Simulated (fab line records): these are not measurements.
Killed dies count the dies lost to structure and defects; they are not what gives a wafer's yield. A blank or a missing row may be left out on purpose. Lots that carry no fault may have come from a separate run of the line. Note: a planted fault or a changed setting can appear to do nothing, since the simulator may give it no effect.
fab line records ; flow n5Finfet
record: lots: 8; wafers: 24; lastDay: 19
route steps=1938 shown BEOL_M4@1111 BEOL_M8@1365 PASSIVATION@1936
lots untouched by any fault: they come from a run of this same line in which no faults occurred
startH: hours from the record's opening day to when the first of the lot's shown wafers began ; waitH: hours from the lot's prior step to this one ; " the same as in the row above ; L1.1+2: one row covering several wafers at once ; - value missing, or start not given ; * or withheld: withheld ; < > ~ a bound
route shown NAME@n: a module of which the file shows steps, and the number in the route of the first ; usual: mean and standard deviation over wafers with no fault ; same: alike in all rows ; chamber/n: place in a boat ; sites: each site's reading ; _std_site: standard deviation of those values ; _edge_site: mean of outer sites minus mean of inner sites ; radiusMm: for every site, how far away it sits from the centre of the wafer ; mask NAME#n: copy n ; behind: the tool/chamber that last shaped the wafer ; hold: reason for holding the lot/hours on hold/outcome of the hold ; device: transistor that didn't switch, given as n, p or np ; end of line: the route-end tests of the same wafers ; a step without rows: its recipe alone ; killed: at the first sort, the dies lost to defects and structure; wafer yield is something else ; map: per-die view of a wafer (x killed, . not killed, _ where there is no die)
set.NAME: the setting that was run; set.NAME@STEP: the one run at that earlier step ; model.NAME: the simulator's own value behind a step, which no gauge read
one table for each step of the route and one row for each wafer, over a sample of lots
services: the hour from which a tool's chamber was out of use, counted from the record's first day as startH (under 0 if before that day), plus the number of hours and why
== steps ==
step: N5_BEOL_M4_RC_MEAS_101
usual: DIBL_N: 35.1/1.6; DIBL_P: 34.9/1.8; IOFF_N: 0.143/0.026; IOFF_P: 0.21/0.037; ION_N: 671/11; ION_P: 463/7.8; SS_N: 71.2/0.58; SS_P: 73.0/0.54; VT_N: 251/3; VT_P: -250/4.1
lot.wafer;tool;chamber;startH;waitH;DIBL_N[mV/V];DIBL_P[mV/V];IOFF_N[nA/um];IOFF_P[nA/um];ION_N[uA/um];ION_P[uA/um];SS_N[mV/dec];SS_P[mV/dec];VT_N[mV];VT_P[mV]
L339.3;prober-01;0;196.47;0.3;33.5;33.1;0.131;0.17;676;461;71.2;72.3;249;-254
L339.5;prober-01;0;196.47;0.3;33.3;32.9;0.129;0.17;670;453;71.2;73.0;251;-255
L339.6;prober-01;0;196.47;0.3;34.0;33.4;0.138;0.16;675;460;70.9;73.1;253;-254
L342.1;prober-01;0;241.00;0.0;34.3;35.1;0.135;0.20;681;467;71.2;73.2;254;-248
L342.2;prober-01;0;241.00;0.0;35.9;36.5;0.155;0.23;691;467;71.6;73.7;251;-246
L342.6;prober-01;0;241.00;0.0;33.5;34.4;0.131;0.20;668;469;71.2;72.3;252;-250
L346.1;prober-01;0;246.28;0.0;32.3;30.9;0.105;0.15;663;458;70.3;72.7;255;-251
L346.4;prober-01;0;246.28;0.0;35.7;36.4;0.159;0.22;677;466;71.0;73.3;248;-246
L346.6;prober-01;0;246.28;0.0;34.8;34.2;0.141;0.19;673;463;70.4;73.2;251;-248
L345.2;prober-02;0;248.51;0.2;35.2;34.4;0.143;0.19;676;462;71.2;73.3;252;-253
L345.3;prober-02;0;248.51;0.2;36.0;35.8;0.156;0.21;678;466;72.0;74.1;249;-250
L345.5;prober-02;0;248.51;0.2;34.7;34.0;0.136;0.19;671;462;71.2;73.2;251;-253
L352.2;prober-02;0;311.55;0.2;34.6;33.5;0.104;0.17;647;447;71.2;73.7;256;-256
L352.3;prober-02;0;311.55;0.2;35.2;34.0;0.122;0.18;660;455;70.7;73.1;254;-253
L352.4;prober-02;0;311.55;0.2;35.7;33.9;0.121;0.18;653;454;70.8;73.1;256;-253
L355.1;prober-01;0;317.73;0.0;33.6;33.2;0.113;0.18;655;462;70.6;72.5;253;-249
L355.2;prober-01;0;317.73;0.0;36.4;36.0;0.156;0.22;676;475;71.6;73.7;252;-248
L355.4;prober-01;0;317.73;0.0;33.3;32.2;0.106;0.16;656;455;70.8;71.9;255;-252
L356.1;prober-01;0;330.80;0.0;34.3;33.8;0.121;0.19;656;450;71.3;72.6;253;-251
L356.2;prober-01;0;330.80;0.0;37.4;38.1;0.175;0.26;675;472;71.4;73.6;249;-247
L356.3;prober-01;0;330.80;0.0;36.3;36.9;0.154;0.23;674;472;71.2;72.7;251;-250
L357.1;prober-02;0;331.02;0.0;38.4;38.9;0.223;0.25;674;451;72.7;74.1;250;-248
L357.4;prober-02;0;331.02;0.0;33.5;34.8;0.133;0.19;675;461;70.7;72.9;252;-248
L357.5;prober-02;0;331.02;0.0;35.1;36.8;0.157;0.21;681;466;70.6;73.5;248;-252
step: N5_BEOL_M8_CD_MEAS_28
recipe: targetCdNm: 40; landingEnergyEv: 500; detector: seInlens
usual: cdNm: 40.03/0.23
same: landingEnergyEv: 500
lot.wafer;tool;chamber;startH;waitH;cdNm
L339.3;cdSem-02;0;235.75;-;40.31
L339.5;cdSem-02;0;235.75;-;39.87
L339.6;cdSem-02;0;235.75;-;40.23
L342.1;cdSem-01;0;284.39;-;40.28
L342.2;cdSem-01;0;284.39;-;40.44
L342.6;cdSem-01;0;284.39;-;39.97
L345.2;cdSem-03;0;284.44;-;39.83
L345.3;cdSem-03;0;284.44;-;39.83
L345.5;cdSem-03;0;284.44;-;40.00
L346.1;cdSem-01;0;284.48;-;39.99
L346.4;cdSem-01;0;284.48;-;40.36
L346.6;cdSem-01;0;284.48;-;39.95
L352.2;cdSem-03;0;347.98;-;39.64
L352.3;cdSem-03;0;347.98;-;40.00
L352.4;cdSem-03;0;347.98;-;39.79
L355.1;cdSem-01;0;355.75;-;40.10
L355.2;cdSem-01;0;355.75;-;40.07
L355.4;cdSem-01;0;355.75;-;40.07
L356.1;cdSem-02;0;377.46;-;39.80
L356.2;cdSem-02;0;377.46;-;40.05
L356.3;cdSem-02;0;377.46;-;39.98
L357.1;cdSem-01;0;377.88;-;39.74
L357.4;cdSem-01;0;377.88;-;40.03
L357.5;cdSem-01;0;377.88;-;39.97
step: N5_BEOL_M8_ETCH_72
recipe: chemistry: N2/H2; target: underlayer; targetDepthA: 65; maskMaterial: CAR-EUV; timeS: 5.2; ionEnergyEv: 200; pressureMtorr: 30; sourceW: 840; biasW: 150; n2FlowSccm: 200; h2FlowSccm: 200; ends: cleared
usual: drypumpMotorCurrentA: 5.74/0.26; etchRfOnTimeS: 5.19/0.09; oesProductAu: 0.72/0.054; rfVppV: 524.8/2.7; showerheadPlenumPTorr: 2.58/0.083; throttleValvePct: 17.72/0.25
lot.wafer;tool;chamber;startH;waitH;drypumpMotorCurrentA;etchRfOnTimeS;oesProductAu;rfHoursCounterH;rfVppV;showerheadPlenumPTorr;throttleValvePct
L339.3;rieDiel-05;0;235.91;0.0;5.59;5.27;0.64;137;524.5;2.54;17.60
L339.5;rieDiel-05;0;235.91;0.0;5.57;5.26;0.65;-;524.5;2.54;17.55
L339.6;rieDiel-05;3;235.91;0.0;5.90;5.30;0.79;-;521.1;2.50;17.87
L342.1;rieDiel-06;2;284.55;0.0;5.75;5.19;0.70;73;528.1;2.68;17.41
L342.2;rieDiel-06;3;284.55;0.0;5.26;5.06;0.80;26;525.4;2.59;17.38
L342.6;rieDiel-06;2;284.55;0.0;5.76;5.15;0.71;-;527.7;2.68;17.39
L345.2;rieDiel-05;0;284.71;0.0;5.60;5.31;0.63;152;523.6;2.53;17.61
L345.3;rieDiel-05;2;284.71;0.0;6.12;5.32;0.66;108;523.7;2.56;18.06
L345.5;rieDiel-05;2;284.71;0.0;6.14;5.31;0.68;-;523.2;2.56;18.08
L346.1;rieDiel-04;0;284.89;0.0;5.43;5.14;0.79;12;521.5;2.49;17.55
L346.4;rieDiel-04;0;284.89;0.0;5.45;5.15;0.80;-;521.7;2.49;17.51
L346.6;rieDiel-04;1;284.89;0.0;6.06;5.11;0.75;-;526.0;2.58;17.70
L352.2;rieDiel-05;1;348.14;0.0;5.78;5.29;0.69;82;523.8;2.57;17.36
L352.3;rieDiel-05;0;348.14;0.0;5.56;5.28;0.62;171;522.8;2.53;17.63
L352.4;rieDiel-05;2;348.14;0.0;6.16;5.27;0.65;137;521.7;2.55;18.11
L355.1;rieDiel-06;2;355.91;0.0;5.77;5.08;0.69;103;525.9;2.66;17.50
L355.2;rieDiel-06;0;355.91;0.0;5.57;5.20;0.66;111;528.3;2.68;18.00
L355.4;rieDiel-06;3;355.91;0.0;5.27;5.04;0.76;54;524.5;2.58;17.42
L356.1;rieDiel-06;2;377.62;0.0;5.79;5.16;0.67;110;526.1;2.66;17.46
L356.2;rieDiel-06;1;377.62;0.0;5.62;5.13;0.66;147;520.2;2.45;17.88
L356.3;rieDiel-06;3;377.62;0.0;5.25;5.18;0.75;62;524.7;2.57;17.45
L357.1;rieDiel-04;2;378.42;0.0;5.46;5.18;0.78;23;530.0;2.72;17.99
L357.4;rieDiel-04;0;378.42;0.0;5.49;5.17;0.75;37;520.5;2.48;17.58
L357.5;rieDiel-04;2;378.42;0.0;5.45;5.18;0.78;-;527.6;2.72;17.99
step: N5_BEOL_M8_DEGAS_44
recipe: ambient: vacuum; tempC: 250; timeS: 60
usual: heaterPowerW: 338/44; susceptorTempC: 250.00/0.19
lot.wafer;tool;chamber;startH;waitH;heaterPowerW;susceptorTempC
L339.3;pvdSputter-02;-;236.84;0.2;416;250.03
L339.5;pvdSputter-02;-;236.84;0.2;325;249.79
L339.6;pvdSputter-02;-;236.84;0.2;371;249.99
L342.1;pvdSputter-02;-;285.47;0.3;356;249.96
L342.2;pvdSputter-02;-;285.47;0.3;350;250.22
L342.6;pvdSputter-02;-;285.47;0.3;369;250.12
L345.2;pvdSputter-03;-;285.65;0.3;300;249.98
L345.3;pvdSputter-03;-;285.65;0.3;298;250.19
L345.5;pvdSputter-03;-;285.65;0.3;304;249.92
L346.1;pvdSputter-03;-;285.97;0.4;296;250.04
L346.4;pvdSputter-03;-;285.97;0.4;310;249.98
L346.6;pvdSputter-03;-;285.97;0.4;383;250.35
L352.2;pvdSputter-03;-;349.09;0.3;376;250.02
L352.3;pvdSputter-03;-;349.09;0.3;329;250.41
L352.4;pvdSputter-03;-;349.09;0.3;291;249.92
L355.1;pvdSputter-01;-;357.62;1.1;225;250.24
L355.2;pvdSputter-01;-;357.62;1.1;334;249.93
L355.4;pvdSputter-01;-;357.62;1.1;361;250.22
L356.1;pvdSputter-03;-;378.55;0.3;292;249.97
L356.2;pvdSputter-03;-;378.55;0.3;340;250.05
L356.3;pvdSputter-03;-;378.55;0.3;296;250.07
L357.1;pvdSputter-01;-;381.12;2.0;333;249.84
L357.4;pvdSputter-01;-;381.12;2.0;221;249.96
L357.5;pvdSputter-01;-;381.12;2.0;342;249.83
step: N5_BEOL_M8_ALD_77
recipe: material: TaN; targetThkA: 20; tempC: 275; aldPrecursorFamily: PDMAT; aldCoReactant: NH3; pressureTorr: 3; carrierFlowSccm: 1500; pulseTimeS: 2; purgeTimeS: 3; coReactantPurgeTimeS: 2; coReactantPulseTimeS: 3; aldCycles: 40; precursorVesselTempC: 75; precursorVesselPressureTorr: 26.25; precursorVesselCarrierSccm: 1000
usual: aldCycles: 40/0; chamberPressureTorr: 3.000/0.0069; coReactantPurgeTimeS: 2/0; heaterPowerW: 402/27; susceptorTempC: 275.00/0.17
lot.wafer;tool;chamber;startH;waitH;aldCycles;chamberPressureTorr;coReactantPurgeTimeS;heaterPowerW;susceptorTempC
L339.3;aldMetal-02;3;236.96;0.1;40;3.006;2;373;275.06
L339.5;aldMetal-02;1;236.96;0.1;40;3.010;2;426;275.27
L339.6;aldMetal-02;0;236.96;0.1;40;2.995;2;408;275.35
L342.1;aldMetal-04;2;285.69;0.2;40;3.005;2;417;274.93
L342.2;aldMetal-04;3;285.69;0.2;40;3.006;2;449;275.06
L342.6;aldMetal-04;0;285.69;0.2;40;2.997;2;395;274.81
L345.2;aldMetal-02;0;285.77;0.1;-;-;-;-;-
L345.3;aldMetal-02;1;285.77;0.1;-;-;-;-;-
L345.5;aldMetal-02;0;285.77;0.1;-;-;-;-;-
L346.1;aldMetal-04;0;286.07;0.0;-;-;-;-;-
L346.4;aldMetal-04;1;286.07;0.0;-;-;-;-;-
L346.6;aldMetal-04;0;286.07;0.0;-;-;-;-;-
L352.2;aldMetal-02;2;349.19;0.0;40;3.004;2;377;274.89
L352.3;aldMetal-02;1;349.19;0.0;40;2.998;2;419;275.02
L352.4;aldMetal-02;1;349.19;0.0;40;3.007;2;407;274.88
L355.1;aldMetal-02;2;357.82;0.1;40;2.998;2;368;275.32
L355.2;aldMetal-02;3;357.82;0.1;40;2.993;2;367;274.89
L355.4;aldMetal-02;1;357.82;0.1;40;2.996;2;423;275.15
L356.1;aldMetal-04;1;378.65;0.0;40;2.992;2;329;275.13
L356.2;aldMetal-04;0;378.65;0.0;40;2.993;2;398;274.81
L356.3;aldMetal-04;3;378.65;0.0;40;3.000;2;425;275.01
L357.1;aldMetal-03;0;381.22;0.0;40;3.009;2;404;275.05
L357.4;aldMetal-03;2;381.22;0.0;40;3.008;2;382;274.88
L357.5;aldMetal-03;2;381.22;0.0;40;3.006;2;377;275.16
step: N5_BEOL_M8_CMP_52
recipe: stopOn: SiCOH_lowk; tOverpolishS: 6.9; downForcePsi: 1; platenRpm: 50; clearingPlatenDownForcePsi: 1.5; clearingPlatenRpm: 50; postCmpClean: cuAlkaline; targetThkNm: 80; clearingPlatenPadVelocityMS: 0.99484; padVelocityMS: 0.99484
usual: barrierFieldEndpointS: 28.6/0.62; clearingPlatenDownForcePsi: 1.501/0.0034; edgeZonePressureFrac: 1.000/0.0048; motorCurrentA: 5.9/0.87; platenRpm: 50.00/0.034
lot.wafer;tool;chamber;startH;waitH;barrierFieldEndpointS;clearingPlatenDownForcePsi;edgeZonePressureFrac;motorCurrentA;platenRpm
L339.3;cmp-03;2;241.73;0.2;29.1;1.505;1.002;6.4;50.04
L339.5;cmp-03;0;241.73;0.2;29.9;1.499;1.004;8.2;50.01
L339.6;cmp-03;1;241.73;0.2;28.3;1.506;0.998;6.0;49.99
L342.2;cmp-03;2;287.57;0.2;28.4;1.502;1.010;6.1;49.97
L342.1;cmp-03;1;287.57;0.2;27.7;1.501;1.001;5.8;49.97
L342.6;cmp-03;2;287.57;0.2;28.6;1.500;1.007;6.2;50.00
L345.3;cmp-01;1;287.83;0.2;25.2;1.499;0.989;6.3;50.00
L345.2;cmp-01;2;287.83;0.2;25.8;1.499;1.005;5.5;50.01
L345.5;cmp-01;1;287.83;0.2;26.4;1.497;0.995;6.0;49.99
L346.4;cmp-04;0;288.72;0.2;26.0;1.500;0.998;5.1;50.02
L346.1;cmp-04;2;288.72;0.2;24.9;1.499;1.005;5.8;50.03
L346.6;cmp-04;3;288.72;0.2;26.3;1.497;1.003;6.6;50.05
L352.4;cmp-03;2;350.58;0.1;29.4;1.505;1.006;6.5;49.98
L352.3;cmp-03;0;350.58;0.1;28.5;1.500;1.006;7.7;49.99
L352.2;cmp-03;1;350.58;0.1;28.2;1.501;1.007;6.0;50.04
L355.1;cmp-01;1;359.72;0.3;28.9;1.507;0.997;5.7;49.94
L355.2;cmp-01;2;359.72;0.3;28.3;1.496;0.999;5.3;49.97
L355.4;cmp-01;3;359.72;0.3;28.5;1.497;0.988;5.4;50.00
L356.1;cmp-01;2;379.64;0.3;27.6;1.508;1.002;5.1;50.00
L356.3;cmp-01;3;379.64;0.3;29.6;1.497;1.001;5.2;49.99
L356.2;cmp-01;1;379.64;0.3;28.7;1.499;0.996;6.0;50.06
L357.4;cmp-01;0;382.32;0.1;28.7;1.502;1.000;5.4;49.97
L357.1;cmp-01;1;382.32;0.1;28.8;1.499;1.008;6.1;49.98
L357.5;cmp-01;1;382.32;0.1;28.7;1.498;1.003;6.1;50.01
step: N5_PASSIVATION_PROBE_49
usual: defectLimitedYield: 91.1/1.4; killed_at_M0_to_M3: 36/11; killed_at_M4_up: 14/5.2; killedAtContacts: 12/6.1; killedAtFrontEnd: 40/12; killedAtOther: 3.2/2.5; killedDies: 105/16; killedOnRim: 14/4.4; killedOpen: 68/12; killedShort: 35/8.7; sort_bin_4_leakage: 0/0; sort_bin_5_function: 5.2/0.89; sort_bin_6_memory: 3.3/0.66; sortNPass: 1074/16; sortYieldPct: 91.1/1.4
same: grossDies: 1180; killedAtBackSide: 0; sort_bin_8_speed[%]: 0
lot.wafer;tool;chamber;startH;waitH;defectLimitedYield[%];killed_at_M0_to_M3;killed_at_M4_up;killedAtContacts;killedAtFrontEnd;killedAtOther;killedDies;killedOnRim;killedOpen;killedShort;sort_bin_4_leakage[%];sort_bin_5_function[%];sort_bin_6_memory[%];sortNPass;sortYieldPct[%]
L339.3;prober-02;-;325.66;0.1;91.5;32;10;17;39;2;100;15;65;31;0;4.9;3.1;1080;91.5
L339.5;prober-02;-;325.76;0.2;90.7;35;12;19;37;7;110;15;73;36;0;5.3;3.7;1070;90.7
L339.6;prober-02;-;325.81;0.3;90.5;30;7;27;45;3;112;14;67;39;0;4.7;3.9;1068;90.5
L342.1;prober-02;-;352.72;0.0;89.8;41;13;21;43;2;120;12;77;40;0;6.3;3.4;1060;89.8
L342.2;prober-02;-;352.77;0.1;90.6;36;14;19;39;3;111;13;79;30;0;5.5;3.6;1069;90.6
L342.6;prober-02;-;352.97;0.3;92.3;33;14;4;36;4;91;14;54;33;0;3.6;3.5;1089;92.3
L345.2;prober-01;-;355.28;0.1;0;9;1128;5;36;2;1180;152;39;28;93.98;3.4;2.1;0;0
L345.3;prober-01;-;355.33;0.1;0;28;1112;11;27;2;1180;152;53;24;93.22;4.6;2.0;0;0
L345.5;prober-01;-;355.43;0.2;0;21;1099;16;39;5;1180;152;53;30;92.80;5.0;2.2;0;0
L346.1;prober-02;-;362.48;0.0;0;26;1098;11;36;9;1180;152;61;32;91.78;5.0;2.8;0;0
L346.4;prober-02;-;362.63;0.2;0;26;1116;10;26;2;1180;152;42;27;93.64;3.7;2.3;0;0
L346.6;prober-02;-;362.73;0.3;0;48;1087;10;25;10;1180;152;67;30;91.53;5.3;2.7;0;0
L352.2;prober-01;-;412.03;0.1;93.8;22;10;6;35;0;73;8;49;24;0;3.0;3.0;1107;93.8
L352.3;prober-01;-;412.08;0.1;94.1;18;12;4;32;4;70;14;52;18;0;2.8;2.8;1110;94.1
L352.4;prober-01;-;412.13;0.2;92.0;36;13;10;32;3;94;13;60;34;0;5.3;2.6;1086;92.0
L355.1;prober-01;-;420.76;0.0;90.3;48;13;7;44;2;114;21;70;33;0;5.1;3.8;1066;90.3
L355.2;prober-01;-;420.81;0.1;90.0;39;37;9;32;1;118;17;60;56;0;5.8;3.7;1062;90.0
L355.4;prober-01;-;420.91;0.2;88.6;42;21;17;50;5;135;23;82;49;0;6.0;4.5;1045;88.6
L356.1;prober-01;-;448.81;0.0;88.8;44;18;8;58;4;132;22;93;37;0;6.0;4.9;1048;88.8
L356.2;prober-01;-;448.86;0.1;88.6;36;24;10;58;7;135;21;80;51;0;6.8;4.1;1045;88.6
L356.3;prober-01;-;448.91;0.1;92.8;35;11;7;30;2;85;9;40;42;0;4.4;2.2;1095;92.8
L357.1;prober-01;-;453.25;0.0;89.7;50;22;12;34;4;122;17;63;53;0;6.2;3.6;1058;89.7
L357.4;prober-01;-;453.40;0.2;90.3;55;8;21;28;2;114;20;64;45;0;5.4;4.2;1066;90.3
L357.5;prober-01;-;453.45;0.2;91.3;36;11;29;26;1;103;15;49;48;0;5.5;2.9;1077;91.3
killed by level:class
L339.3 MOL_CONTACT_COAG:geometricParticle:open=12 BEOL_M1:geometricParticle:open=12 FIN_SAQP:geometricParticle:open=9 GATE_CUT:geometricParticle:short=7 BEOL_M0_SAQP:geometricParticle:short=7 FIN_SAQP:geometricParticle:short=6 BEOL_M4:geometricParticle:open=6 GATE_CUT:geometricParticle:open=5
L339.5 MOL_CONTACT_COAG:geometricParticle:open=15 BEOL_M1:geometricParticle:open=15 FIN_SAQP:geometricParticle:open=8 FIN_SAQP:geometricParticle:short=7 BEOL_M4:geometricParticle:open=6 BEOL_M0_SAQP:geometricParticle:short=4 GATE_CUT:geometricParticle:short=4 MOL_CONTACT_COAG:geometricParticle:short=4
L339.6 MOL_CONTACT_COAG:geometricParticle:open=23 BEOL_M1:geometricParticle:open=13 GATE_CUT:geometricParticle:short=7 FIN_SAQP:geometricParticle:short=6 HKMG_FIN:areaEtch=6 DUMMY_GATE:geometricParticle:open=4 BEOL_M0_SAQP:geometricParticle:open=4 MOL_CONTACT_COAG:geometricParticle:short=4
L342.1 STI_FIN_REVEAL:geometricParticle:open=16 MOL_CONTACT_COAG:geometricParticle:open=15 BEOL_M0_SAQP:geometricParticle:short=10 BEOL_M2:geometricParticle:open=8 FIN_SAQP:geometricParticle:short=7 DUMMY_GATE:geometricParticle:open=7 BEOL_M0_SAQP:geometricParticle:open=7 BEOL_M3:geometricParticle:open=7
L342.2 STI_FIN_REVEAL:geometricParticle:open=14 MOL_CONTACT_COAG:geometricParticle:open=13 BEOL_M0_SAQP:geometricParticle:open=10 FIN_SAQP:geometricParticle:short=8 BEOL_M4:geometricParticle:open=6 BEOL_M1:geometricParticle:open=6 BEOL_M3:geometricParticle:open=6 MOL_CONTACT_COAG:geometricParticle:short=5
L342.6 STI_FIN_REVEAL:geometricParticle:open=10 BEOL_M3:geometricParticle:short=9 BEOL_M4:geometricParticle:open=7 FIN_SAQP:geometricParticle:open=6 BEOL_M0_SAQP:geometricParticle:short=6 BEOL_M3:geometricParticle:open=6 DUMMY_GATE:geometricParticle:open=5 MOL_CONTACT_COAG:geometricParticle:open=4
L345.2 BEOL_M8:areaAld=1107 FIN_SAQP:geometricParticle:short=8 FIN_SAQP:geometricParticle:open=8 BEOL_M4:geometricParticle:short=8 STI_FIN_REVEAL:geometricParticle:open=4 DUMMY_GATE:geometricParticle:open=4 DUMMY_GATE:geometricParticle:short=4 MOL_CONTACT_COAG:geometricParticle:open=4
L345.3 BEOL_M8:areaAld=1096 MOL_CONTACT_COAG:geometricParticle:open=11 FIN_SAQP:geometricParticle:open=8 BEOL_M0_SAQP:geometricParticle:short=7 BEOL_M2:geometricParticle:open=6 FIN_SAQP:geometricParticle:short=5 BEOL_M1:geometricParticle:open=5 M8:areaAld=4
L345.5 BEOL_M8:areaAld=1092 MOL_CONTACT_COAG:geometricParticle:open=15 FIN_SAQP:geometricParticle:short=9 STI_FIN_REVEAL:geometricParticle:open=6 DUMMY_GATE:geometricParticle:open=4 BEOL_M0:geometricParticle:open=4 BEOL_M3:geometricParticle:open=4 STI_FIN_REVEAL:geometricParticle:short=3
L346.1 BEOL_M8:areaAld=1076 FIN_SAQP:geometricParticle:short=9 BEOL_M2:geometricParticle:open=9 MOL_CONTACT_COAG:geometricParticle:open=8 FIN_SAQP:geometricParticle:open=7 M8:areaAld=7 BEOL_M5:geometricParticle:open=6 STARTING-WAFER:geometricParticle:short=5
L346.4 BEOL_M8:areaAld=1102 MOL_CONTACT_COAG:geometricParticle:open=9 FIN_SAQP:geometricParticle:open=6 BEOL_M0_SAQP:geometricParticle:short=6 FIN_SAQP:geometricParticle:short=4 BEOL_M0_SAQP:geometricParticle:open=4 ILD0:geometricParticle:short=3 GATE_CUT:geometricParticle:open=3
L346.6 BEOL_M8:areaAld=1078 BEOL_M0_SAQP:geometricParticle:open=16 BEOL_M2:geometricParticle:open=13 BEOL_M0_SAQP:geometricParticle:short=9 MOL_CONTACT_COAG:geometricParticle:open=7 FIN_SAQP:geometricParticle:open=6 STARTING-WAFER:geometricParticle:short=4 PASS1_CAP:geometricParticle:short=4
L352.2 FIN_SAQP:geometricParticle:short=13 FIN_SAQP:geometricParticle:open=7 BEOL_M0_SAQP:geometricParticle:open=7 STI_FIN_REVEAL:geometricParticle:open=6 MOL_CONTACT_COAG:geometricParticle:open=6 BEOL_M3:geometricParticle:open=6 STARTING-WAFER:geometricParticle:short=4 BEOL_M2:geometricParticle:open=3
L352.3 STI_FIN_REVEAL:geometricParticle:open=8 FIN_SAQP:geometricParticle:open=7 BEOL_M7:geometricParticle:open=5 DUMMY_GATE:geometricParticle:open=4 BEOL_M2:geometricParticle:open=4 BEOL_M3:geometricParticle:open=4 FIN_SAQP:geometricParticle:short=3 MOL_CONTACT_COAG:geometricParticle:open=3
L352.4 FIN_SAQP:geometricParticle:open=12 BEOL_M1:geometricParticle:open=8 MOL_CONTACT_COAG:geometricParticle:open=7 FIN_SAQP:geometricParticle:short=6 BEOL_M2:geometricParticle:open=6 BEOL_M3:geometricParticle:open=6 BEOL_M0_SAQP:geometricParticle:open=5 BEOL_M0_SAQP:geometricParticle:short=5
L355.1 DUMMY_GATE:geometricParticle:open=8 BEOL_M3:geometricParticle:open=8 FIN_SAQP:geometricParticle:short=7 HKMG_FIN:areaEtch=7 BEOL_M0_SAQP:geometricParticle:short=6 BEOL_M0:geometricParticle:open=6 BEOL_M2:geometricParticle:open=6 BEOL_M2:geometricParticle:short=6
L355.2 BEOL_M4:geometricParticle:open=11 BEOL_M7:geometricParticle:open=10 BEOL_M0_SAQP:geometricParticle:short=9 FIN_SAQP:geometricParticle:short=8 GATE_CUT:geometricParticle:short=8 BEOL_M4:geometricParticle:short=7 BEOL_M1:geometricParticle:open=5 MOL_CONTACT_COAG:geometricParticle:open=5
L355.4 MOL_CONTACT_COAG:geometricParticle:open=13 GATE_CUT:geometricParticle:short=12 BEOL_M2:geometricParticle:open=11 FIN_SAQP:geometricParticle:short=10 BEOL_M3:geometricParticle:open=9 BEOL_M4:geometricParticle:open=9 FIN_SAQP:geometricParticle:open=7 BEOL_M0_SAQP:geometricParticle:open=6
L356.1 FIN_SAQP:geometricParticle:open=23 BEOL_M4:geometricParticle:open=14 BEOL_M0_SAQP:geometricParticle:open=10 BEOL_M0_SAQP:geometricParticle:short=9 BEOL_M3:geometricParticle:open=9 FIN_SAQP:geometricParticle:short=8 STI_FIN_REVEAL:geometricParticle:open=7 DUMMY_GATE:geometricParticle:open=6
L356.2 FIN_SAQP:geometricParticle:short=15 FIN_SAQP:geometricParticle:open=11 BEOL_M4:geometricParticle:open=11 BEOL_M0_SAQP:geometricParticle:short=10 MOL_CONTACT_COAG:geometricParticle:open=8 STI_FIN_REVEAL:geometricParticle:open=7 DUMMY_GATE:geometricParticle:open=6 BEOL_M3:geometricParticle:open=6
L356.3 BEOL_M0_SAQP:geometricParticle:short=10 FIN_SAQP:geometricParticle:short=8 BEOL_M0_SAQP:geometricParticle:open=7 BEOL_M3:geometricParticle:short=7 MOL_CONTACT_COAG:geometricParticle:open=6 BEOL_M3:geometricParticle:open=6 STI_FIN_REVEAL:geometricParticle:open=4 GATE_CUT:geometricParticle:short=4
L357.1 BEOL_M0_SAQP:geometricParticle:short=15 BEOL_M0_SAQP:geometricParticle:open=11 BEOL_M1:geometricParticle:open=9 FIN_SAQP:geometricParticle:short=8 MOL_CONTACT_COAG:geometricParticle:open=8 BEOL_M1:geometricParticle:short=6 STARTING-WAFER:geometricParticle:short=6 BEOL_M5:geometricParticle:open=5
L357.4 MOL_CONTACT_COAG:geometricParticle:open=15 BEOL_M0_SAQP:geometricParticle:short=13 BEOL_M1:geometricParticle:open=11 BEOL_M0_SAQP:geometricParticle:open=10 BEOL_M1:geometricParticle:short=7 FIN_SAQP:geometricParticle:open=6 MOL_CONTACT_COAG:geometricParticle:short=5 DUMMY_GATE:geometricParticle:open=5
L357.5 MOL_CONTACT_COAG:geometricParticle:short=14 MOL_CONTACT_COAG:geometricParticle:open=14 BEOL_M1:geometricParticle:open=11 BEOL_M1:geometricParticle:short=10 FIN_SAQP:geometricParticle:short=9 BEOL_M4:geometricParticle:open=7 BEOL_M0_SAQP:geometricParticle:short=4 STARTING-WAFER:geometricParticle:short=4
== services ==
tool;chamber;startH;hours;kind
cmp-04;-;231.45;1.2;repair
aldMetal-03;1;233.92;3.8;repair
cmp-01;-;237.79;4.5;repair
rieDiel-05;-;238.15;0.8;repair
cmp-03;-;248.53;0.6;repair
pvdSputter-03;-;256.81;10.5;repair
aldMetal-02;3;260.21;36.9;repair
aldMetal-03;1;267.26;1.5;repair
cmp-01;-;271.38;4.5;repair
aldMetal-04;-;277.25;0.8;repair
rieDiel-04;-;292.12;28.1;pm
cmp-01;-;311.58;2.0;repair
cmp-04;-;313.29;1.4;repair
cmp-01;-;317.92;4.0;pm
cmp-01;-;325.08;1.0;repair
rieDiel-04;1;326.00;10.0;repair
rieDiel-05;0;329.85;3.2;repair
aldMetal-02;3;335.93;17.4;repair
aldMetal-04;-;337.25;14.0;pm
rieDiel-05;-;339.29;2.8;pm
rieDiel-04;-;341.02;0.3;repair
aldMetal-03;-;343.44;8.7;pm
rieDiel-05;1;355.98;1.7;repair
cmp-03;-;366.27;5.1;pm
== key ==
firstSign: step: N5_BEOL_M8_ALD_77; reading: toolRecord; direction: missing
effect: step: N5_BEOL_M8_CMP_52; reading: barrierFieldEndpointS; direction: down; sigmas: 4.5; usual: 28.6; struck: 25.8
effect: step: N5_PASSIVATION_PROBE_49; reading: sort_bin_4_leakage; direction: up; sigmas: 99+; usual: 0; struck: 92.82
moreKillsBornAt: N5_BEOL_M8_ALD_77@aldMetal-02: 3304; N5_BEOL_M8_ALD_77@aldMetal-04: 3268
metAt N5_BEOL_M8_ALD_77
struckLots L345,L346
laterRowsLeftOut L345.2,L345.3,L345.5,L346.1,L346.4,L346.6
notActingAt N5_BEOL_M8_CD_MEAS_28,N5_BEOL_M8_ETCH_72,N5_BEOL_M8_DEGAS_44
onsetBetween 285.69 285.77
fault: kind: skippedStepWhole; tool: aldMetal-02,aldMetal-04; chamber: -; onsetH: 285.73; steps: N5_BEOL_M8_ALD_77; scope: struckLotsOnly
laterRowsLeftOut: the simulator's readings of these wafers behind a module that went badly wrong aren't trusted and aren't shown, but for the sort
